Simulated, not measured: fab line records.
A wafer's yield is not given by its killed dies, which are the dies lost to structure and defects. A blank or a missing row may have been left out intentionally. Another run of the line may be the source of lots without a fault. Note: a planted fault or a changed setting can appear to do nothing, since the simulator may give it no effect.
A struck lot beside a sound one | flow n5Finfet | 15 out of 1938 route steps
Sound: wafers L625.2, L625.4, L625.6. Struck: wafers L632.1, L632.4. (L632.3 of the same lot was not struck and is left out.) The cause comes at the end.
For every step that has rows: the tool of each side, followed by ch and its chambers, followed by its first start. Under that, the readings that differ: sound wafers | struck wafers | difference of the means | sigmas: that difference in standard deviations of wafers without a fault.
alike: readings with means less than 2 such deviations apart, plus words and numbers identical on both sides. not compared: withheld readings, readings lacking a value on some wafer, bounds such as >300 that could conceal the same value, and numbers that have no deviation in the record and whose values overlap.
A row with sigmas, a row that says differs or no value, or rows on one side alone: a step with any of these is where the two part. Non-overlapping numbers with no deviation appear without sigmas and do not part them. A reading that every wafer of one side lacks parts them only if that side has two wafers or more.

first, 2 steps without rows for these wafers: N5_BEOL_M14_PRECLEAN_39 (cleans in residue remover, time 60 s); N5_BEOL_M14_SRD_40 (time 30 s, dry time 30 s).
N5_BEOL_M14_DEGAS_41: time 60 s.
  sound on pvdSputter-01 at day 11 15:34; struck on pvdSputter-02 at day 13 03:37
  alike: heaterPowerW, susceptorTempC
then, 2 steps without rows for these wafers: N5_BEOL_M14_PRE_CLEAN_42 (time 30 s); N5_BEOL_M14_SPUTTER_43 (material TaN, target thk 15 nm, time 24.19 s).
N5_BEOL_M14_SPUTTER_44: material Ta, target thk 15 nm, time 24.19 s.
  sound on pvdSputter-01 at day 11 15:43; struck on pvdSputter-02 at day 13 03:46
  alike: susceptorTempC, throttleValvePct
N5_BEOL_M14_SPUTTER_45: material Cu, target thk 100 nm, time 16.67 s.
  sound on pvdSputter-01 at day 11 15:48; struck on pvdSputter-02 at day 13 03:51
  alike: chuckGasFlowSccm, susceptorTempC, throttleValvePct
then, 1 step without rows for these wafers: N5_BEOL_M14_ECD_47 (material Cu, target thk 1248 nm).
N5_BEOL_M14_ANNEAL_48: time 90 s.
  sound on rtpAnneal-01 ch 0, day 11 16:09; struck on rtpAnneal-02 ch 0, day 13 04:10
  alike: annealTempC, wafer_temp_C_max
N5_BEOL_M14_CMP_49: polishes, stops on SiO2, t overpolish 5.2 s, target thk 560 nm.
  sound on cmp-02 ch 0,1, day 11 16:24; struck on cmp-03 ch 0,3, day 13 04:29
reading                 | sound             | struck      | difference | sigmas
clearingPlatenRpm (rpm) | 80.00 79.94 79.97 | 80.05 80.09 | +0.10      | +2
  alike: barrierFieldEndpointS, motorCurrentA, overpolishRunS, timeToEndpointS
N5_BEOL_M14_THK_MEAS_50: measures by xrf.
  sound on filmMetro-02 at day 11 16:41; struck on filmMetro-01 at day 13 04:45
  alike: M14_THK
then, 1 step without rows for these wafers: N5_BEOL_M14_PRE_CLEAN_52 (time 15 s).
N5_BEOL_M14_DEP_53: deposits SiCN from 3MS/NH3, target thk 50 nm, time 17.8 s.
  sound on pecvd-03 ch 0,2, day 11 16:46; struck on pecvd-01 ch 0,2, day 13 04:49
reading                                  | sound          | struck    | difference                    | sigmas
rfFwdPowerW (W)                          | 664 670 662    | - -       | no value on the struck wafers | 
model.SiCN_of_BEOL_M14_DEP_53.thkNm (nm) | 49.4 49.4 50.4 | 45.2 45.8 | -4.2                          | 
  alike: showerheadPlenumPTorr, showerheadVppV, throttleValvePct
N5_BEOL_M14_RS_MEAS_54: uses a four-point probe to measure.
  sound on filmMetro-01 at day 11 16:49; struck on filmMetro-01 at day 13 04:53
  alike: M14_RS
N5_PASSIVATION_PROBE_49:
  sound wafers here have rows in the record (prober-01, day 12 11:51); struck ones have none

WHERE THEY PART
Last at N5_PASSIVATION_PROBE_49 as far as this record goes, first at N5_BEOL_M14_CMP_49.

WHY: whatever the simulator had introduced
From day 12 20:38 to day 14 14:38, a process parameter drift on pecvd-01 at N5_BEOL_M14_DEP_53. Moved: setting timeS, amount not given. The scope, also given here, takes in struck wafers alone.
